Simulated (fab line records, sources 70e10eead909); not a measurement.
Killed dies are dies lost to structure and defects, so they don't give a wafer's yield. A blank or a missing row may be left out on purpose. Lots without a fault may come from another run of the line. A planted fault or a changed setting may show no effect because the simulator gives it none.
A struck lot beside a sound one | flow nand_harc | 15 steps out of a route of 1159
Sound: wafers L511.1, L511.2, L511.5. Struck: wafers L518.3, L518.5, L518.6. The cause comes at the end.
At each step with rows: each side's tool, then ch and its chambers, then its first start. Under that, the readings that differ: sound wafers | struck wafers | difference of the means | sigmas: that difference in standard deviations of wafers without a fault.
alike: readings whose means differ by less than 2 such deviations, and words and numbers that are the same on both sides. not compared: withheld readings, readings that some wafer has no value for, bounds like >300 that may hide the same value, and numbers for which the record gives no deviation and whose values overlap.
The two part at a step that has a row with sigmas, a row that says differs or no value, or rows on one side only. Numbers that don't overlap but have no deviation are shown without sigmas and don't part them. A reading that every wafer of one side lacks parts them only if that side has two wafers or more.

first, 1 step without rows for these wafers: NHARC_P_ZERO_WELL_HARDBAKE_12 (time 65 s).
NHARC_P_ZERO_WELL_DESCUM_13: chemistry O2, time 3 s.
  sound on rie_diel-04 ch 1,2,3, day 2 19:17; struck on rie_diel-08 ch 2,3, day 4 13:17
  alike: drypump_motor_current_A, o2_flow_sccm, oes_product_au, rf_vpp_V, showerhead_plenum_p_Torr, throttle_valve_pct
  not compared: rf_hours_counter_h
NHARC_P_ZERO_WELL_ETCH_65: etches the open film in N2/H2, target depth 80 nm, overetch 24 nm, time 87.88 s.
  sound on rie_diel-04 ch 1,2,3, day 2 19:25; struck on rie_diel-08 ch 1,2,3, day 4 13:23
  alike: drypump_motor_current_A, oes_product_au, rf_vpp_V, showerhead_plenum_p_Torr, throttle_valve_pct
  not compared: rf_hours_counter_h
NHARC_P_ZERO_WELL_ETCH_62: etches the open film in CHF3/Ar, target depth 13 nm, time 6.5 s.
  sound on rie_diel-04 ch 1,2,3; struck on rie_diel-08 ch 0,1,2
  alike: chf3_flow_sccm, drypump_motor_current_A, oes_product_au, rf_vpp_V, showerhead_plenum_p_Torr, throttle_valve_pct
  not compared: rf_hours_counter_h
NHARC_P_ZERO_WELL_ETCH_63: etches the open film in HBr/Cl2, target depth 120 nm, time 40.1 s.
  sound on rie_si-06 ch 0,1,3, day 2 19:37; struck on rie_si-06 ch 0,1, day 4 13:34
  alike: drypump_motor_current_A, oes_product_au, throttle_valve_pct
  not compared: rf_hours_counter_h
then, 7 steps without rows for these wafers: NHARC_P_ZERO_WELL_STRIP_15 (strips in SPM, time 900 s); NHARC_P_ZERO_WELL_DEHYDRATE_16 (time 120 s); NHARC_P_ZERO_WELL_HMDS_17 (time 30 s); NHARC_P_ZERO_WELL_COAT_18; NHARC_P_ZERO_WELL_SOFTBAKE_19 (time 95 s); NHARC_P_ZERO_WELL_EBR_20; NHARC_P_ZERO_WELL_EXPOSE_21 (exposes mask P NWELL, target cd 720 nm).
NHARC_P_ZERO_WELL_PEB_22: peb time 85 s.
  sound on litho_track-02 ch 0, day 2 20:19; struck on litho_track-02 ch 0, day 4 14:17
  reading                  | sound                | struck               | difference | sigmas
  heater_power_total_W (W) | 164.37 163.74 164.14 | 160.40 160.38 160.38 | -3.70      | -14
  plate_temp_C (C)         | 117.93 118.16 118.04 | 116.10 116.04 116.08 | -1.97      | -15
  alike: resist_line_temp_C
then, 1 step without rows for these wafers: NHARC_P_ZERO_WELL_DEVELOP_23 (time 70 s).
-- the record jumps here: 18 days lie between the struck wafers' starts before and after (it left off in module P_ZERO_WELL and takes up again in module END, whose first step shown is number 1159 of the route) --
NHARC_END_SORT_01:
  sound on prober-01 ch 0, day 21 15:18; struck on prober-01 ch 0, day 22 08:25
  reading     | sound | struck | difference | sigmas
  killed_open | 5 2 9 | 2 3 0  | -4         | -2
  alike: killed_at_array, killed_at_other, killed_at_periphery, killed_dies, killed_short

WHERE THEY PART
First at NHARC_P_ZERO_WELL_PEB_22; last, within this record, at NHARC_END_SORT_01.

WHY: what the simulator had put in
Process parameter drift: litho_track-02, from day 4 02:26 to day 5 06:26, at NHARC_P_ZERO_WELL_PEB_22. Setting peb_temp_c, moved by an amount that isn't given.
